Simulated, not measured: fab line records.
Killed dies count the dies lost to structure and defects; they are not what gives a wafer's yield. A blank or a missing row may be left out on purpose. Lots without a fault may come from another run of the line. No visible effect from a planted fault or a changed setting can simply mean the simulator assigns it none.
Matching of chambers | flow nand harc | cmp-02 running NHARC_P_BONDPAD_CMP_32: 4 sister chambers
The step polishes SiCN, target thk 200 nm. 24 wafers are shown with their chamber, then 12 later ones without.

EACH WAFER AND ITS CHAMBER
wafer  | chamber | motor current A (A) | slurry flow ml min | slurry filter dp kPa (kPa)
L074.4 | 0       | 13.0                | 149.9              | 13.48
L074.5 | 3       | 12.0                | 149.7              | 13.55
L074.6 | 2       | 11.6                | 149.5              | 13.58
L075.1 | 1       | 10.6                | 150.3              | 13.40
L075.5 | 2       | 11.5                | 149.7              | 13.36
L075.6 | 3       | 11.9                | 150.0              | 13.28
L079.1 | 1       | 10.6                | 149.3              | 13.66
L079.2 | 0       | 12.7                | 150.1              | 13.51
L079.6 | 0       | 14.1                | 150.4              | 13.75
L082.4 | 2       | 11.4                | 150.2              | 13.62
L082.5 | 0       | 12.6                | 149.6              | 13.55
L082.6 | 1       | 10.4                | 150.0              | 13.31
L083.4 | 0       | 13.4                | 150.1              | 13.33
L083.5 | 1       | 10.5                | 149.5              | 13.56
L083.6 | 2       | 10.5                | 149.8              | 13.63
L084.1 | 3       | 12.2                | 149.9              | 13.48
L084.2 | 0       | 13.6                | 150.4              | 13.30
L084.4 | 2       | 11.5                | 149.8              | 13.52
L085.2 | 2       | 11.0                | 150.6              | 13.49
L085.4 | 3       | 12.1                | 149.7              | 13.32
L085.6 | 0       | 13.0                | 150.3              | 13.57
L088.1 | 1       | 10.7                | 149.5              | 13.30
L088.3 | 3       | 12.7                | 149.9              | 13.31
L088.6 | 3       | 13.0                | 149.9              | 13.57

SIGNATURES (means of the wafers above)
reading              | chamber 0 | chamber 1 | chamber 2 | chamber 3 | scatter within a chamber
motor current A      | 13.200    | 10.560    | 11.250    | 12.317    | 0.424
slurry flow ml min   | 150.114   | 149.720   | 149.933   | 149.850   | 0.321
slurry filter dp kPa | 13.4986   | 13.4460   | 13.5333   | 13.4183   | 0.137
Rule: distance of a wafer from a chamber = root of the sum over the readings of ((wafer's reading minus chamber's mean) / reading's scatter) squared. The wafer belongs to the nearest chamber; if the next one is less than 2 further off, it can't be placed. The scatter is the square root of a quotient: the sum, over the shown wafers, of each reading's squared deviation from its chamber's mean, divided by wafers minus chambers.

WAFERS WITH NO CHAMBER GIVEN
wafer  | motor current A (A) | slurry flow ml min | slurry filter dp kPa (kPa)
L090.1 | 11.3                | 150.9              | 13.33
L090.4 | 10.3                | 149.8              | 13.57
L090.5 | 11.4                | 150.4              | 13.43
L093.1 | 11.6                | 150.2              | 13.46
L093.3 | 10.2                | 150.2              | 13.39
L093.4 | 13.6                | 149.5              | 13.52
L096.1 | 10.8                | 149.8              | 13.53
L096.2 | 12.8                | 150.0              | 13.64
L096.6 | 10.1                | 148.8              | 13.48
L097.1 | 11.1                | 150.0              | 13.41
L097.2 | 10.0                | 149.0              | 13.64
L097.4 | 13.5                | 149.8              | 13.39

CHAMBER TAKEN BY EACH
wafer  | from the rows above               | in truth
L090.1 | can't be placed: 2 or 3 or 1 or 0 | 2
L090.4 | can't be placed: 1 or 2           | 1
L090.5 | can't be placed: 2 or 3 or 1      | 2
L093.1 | can't be placed: 2 or 3 or 1      | 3
L093.3 | can't be placed: 1 or 2           | 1
L093.4 | can't be placed: 0 or 3           | 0
L096.1 | can't be placed: 1 or 2           | 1
L096.2 | can't be placed: 0 or 3           | 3
L096.6 | can't be placed: 1 or 2           | 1
L097.1 | can't be placed: 2 or 1 or 3      | 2
L097.2 | can't be placed: 1 or 2           | 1
L097.4 | can't be placed: 0 or 3           | 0
Placed correctly: 0 of 12. Can't be placed from these rows: 12 (the true chamber is among the candidates in 12). Wrongly placed: 0.
